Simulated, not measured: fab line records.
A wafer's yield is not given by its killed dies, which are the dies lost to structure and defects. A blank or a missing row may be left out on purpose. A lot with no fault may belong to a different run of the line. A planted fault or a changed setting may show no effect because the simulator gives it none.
Matching of chambers ; flow n5Finfet ; cmp-01 running N5_STI_FIN_REVEAL_CMP_04: 4 sister chambers
The step polishes, stops on Si3N4, t overpolish 4 s, target thk 131.83 nm. 4 wafers are shown with their chamber, then 7 later ones without.

## WAFERS WITH THEIR CHAMBER
wafer;chamber;motorCurrentA (A)
L078.3;1;7.1
L084.3;2;8.8
L087.3;3;7.3
L087.4;0;8.9

## WAFERS WITHOUT THEIR CHAMBER
wafer;motorCurrentA (A)
L087.5;8.6
L090.1;8.1
L090.2;7.3
L090.3;7.3
L097.1;7.0
L097.3;7.1
L097.5;7.1

## CHAMBER TAKEN BY EACH
wafer;from the rows above;in truth
L087.5;can't be placed: 2 or 0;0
L090.1;can't be placed: 2 or 3 or 0 or 1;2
L090.2;can't be placed: 3 or 1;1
L090.3;can't be placed: 3 or 1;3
L097.1;can't be placed: 1 or 3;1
L097.3;can't be placed: 1 or 3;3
L097.5;can't be placed: 1 or 3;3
Correctly placed: 0 of 7. Cannot be placed on the basis of these rows: 7; the candidates contain the true chamber in 7. Number placed wrongly: 0.
How it was worked out, from the rows above alone: a wafer's distance from a chamber is the root of the sum, over the readings, of the square of ((its reading less the chamber's mean) divided by the reading's scatter). The wafer belongs to the nearest chamber; if the next one is less than 2 further off, it can't be placed. For every chamber, the mean is computed from those of its wafers that are shown. The scatter (one wafer shown for each chamber): square how far every hidden wafer sits from the nearest shown wafer, average those squares and take the square root.
